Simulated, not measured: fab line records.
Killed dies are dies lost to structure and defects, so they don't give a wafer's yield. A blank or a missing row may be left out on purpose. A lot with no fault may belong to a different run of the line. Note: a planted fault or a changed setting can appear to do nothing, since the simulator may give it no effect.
Split-lot trial ; flow n5Finfet ; 21 wafers read from 7 lots, route of 1938 steps

== THE SPLIT ==
At N5_MOL_CONTACT_COAG_ETCH_105 (etches SiARC in CF4, target depth 15.6 nm, time 26 s), the setting biasW was moved away from the recipe's 36 W on 8 of the 21 wafers read, by -12.0% to +6.1%. This setting was run at the recipe's value on the other wafers.

The reading comes from the split's own step.

== THE READING ==
rfVppV, in V, at N5_MOL_CONTACT_COAG_ETCH_105 (etches SiARC in CF4, target depth 15.6 nm, time 26 s). A value of 184.1 V with a standard deviation of 1.2 V is what fault-free wafers of this fab line usually give.

wafer;tool, chamber at the split;biasW as run, W;against the recipe;rfVppV, V;against lot-mates on the recipe
L074.1;rieDiel-03, 0;36;recipe;185.8;-
L074.4;rieDiel-03, 2;36;recipe;183.0;-
L074.5;rieDiel-03, 2;36;recipe;184.1;-
L075.3;rieDiel-03, 1;36;recipe;184.9;-
L075.4;rieDiel-03, 0;36;recipe;183.1;-
L075.5;rieDiel-03, 3;36;recipe;183.6;-
L085.2;rieDiel-03, 0;38.2;+6.1%;192.4;+9.4
L085.3;rieDiel-03, 1;36;recipe;184.3;-
L085.4;rieDiel-03, 2;36;recipe;181.7;-
L086.2;rieDiel-06, 1;31.68;-12.0%;171.2;-13.3
L086.3;rieDiel-06, 0;31.68;-12.0%;171.4;-13.1
L086.4;rieDiel-06, 2;36;recipe;184.5;-
L089.2;rieDiel-04, 3;33.94;-5.7%;176.3;-5.5
L089.4;rieDiel-04, 0;36;recipe;181.8;-
L089.5;rieDiel-04, 0;33.94;-5.7%;177.0;-4.8
L095.3;rieDiel-06, 3;34.06;-5.4%;178.7;-7.5
L095.4;rieDiel-06, 3;36;recipe;186.2;-
L095.5;rieDiel-06, 1;34.06;-5.4%;178.5;-7.7
L096.3;rieDiel-03, 0;36;recipe;184.6;-
L096.5;rieDiel-03, 0;33.55;-6.8%;177.7;-6.9
L096.6;rieDiel-03, 1;36;recipe;184.5;-

FIT RESULTS
A straight line over all 21 wafers: rfVppV changes by +1.11 V for each +1% of biasW; r = +0.97; the points scatter about the line by 1.2 V.
The same after taking each lot's own level away (the mean of its wafers on the recipe; 21 wafers): +1.16 V for each +1%; r = +0.98; scatter 1.1 V.
That fit puts the effect of the largest move of biasW on the reading at 14 V.
Measured against the standard deviation above, the lots' own levels, which go from 181.80 to 186.20 V, span 3.7 times it.
Hence the lot-to-lot level has little effect on the slope; both slopes agree.
Check: with one of the wafers moved furthest among these (-12.0%) left out of the fit, the line predicts -13.8 V for it against its lot-mates. Against them it came out at -13.3 V.
Tool readings at the split's step, against how far the setting was moved: rfVppV r = +0.97.

== FURTHER SPLITS ON THESE WAFERS ==
Other splits were also applied to these wafers ahead of the reading. Each is held against what the fit with the lots' levels taken away leaves over:
other split on the same wafers;wafers away from the commonest value;r with rfVppV (lot level and that fit taken away)
N5_HKMG_FIN_COAT_06 spinRpm;8;+0.13
N5_HKMG_FIN_EXPOSE_09 doseMj;5;+0.18

== FILE'S OWN FIT ==
rfVppV changes by +1.15 V for each +1% of biasW, r = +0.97.
